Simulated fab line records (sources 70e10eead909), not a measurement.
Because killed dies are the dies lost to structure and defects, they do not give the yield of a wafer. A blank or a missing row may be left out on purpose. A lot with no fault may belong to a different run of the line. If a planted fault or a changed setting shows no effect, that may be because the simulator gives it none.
Chamber matching -- flow nand-harc -- NHARC_A_CONTACT_DESCUM_47 on rie-diel-04 has 4 sister chambers
The step chemistry O2, time 3 s. 4 wafers are shown with their chamber, then 12 later ones without.

== EACH WAFER AND ITS CHAMBER ==
wafer,chamber,showerhead-plenum-p-Torr (Torr)
L084.2,0,1.89
L085.1,2,1.96
L085.2,3,2.00
L085.3,1,1.90

== WAFERS WITHOUT THEIR CHAMBER ==
wafer,showerhead-plenum-p-Torr (Torr)
L088.2,1.96
L088.3,1.90
L088.6,1.96
L091.4,1.88
L091.5,1.90
L091.6,1.88
L090.1,1.89
L090.3,2.00
L090.6,1.89
L094.1,1.89
L094.2,1.96
L094.5,1.88

== WHICH CHAMBER EACH WENT THROUGH ==
wafer,from the rows above,in truth
L088.2,2,2
L088.3,1,1
L088.6,2,2
L091.4,0,0
L091.5,1,1
L091.6,0,0
L090.1,0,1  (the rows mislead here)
L090.3,3,3
L090.6,0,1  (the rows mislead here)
L094.1,0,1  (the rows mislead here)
L094.2,2,2
L094.5,0,0
Correct placement for 9 of the 12. Number that these rows cannot place: 0. 3 placed wrongly.
How it was worked out, from the rows above alone: a wafer's distance from a chamber is the root of the sum, over the readings, of the square of ((its reading less the chamber's mean) divided by the reading's scatter). If the next closest chamber is less than 2 further off than the closest, the wafer can't be placed; otherwise it belongs to the closest. A chamber's mean is the mean of its shown wafers. The scatter: root of mean squared gap, hidden wafer to nearest shown wafer, with one shown wafer a chamber.
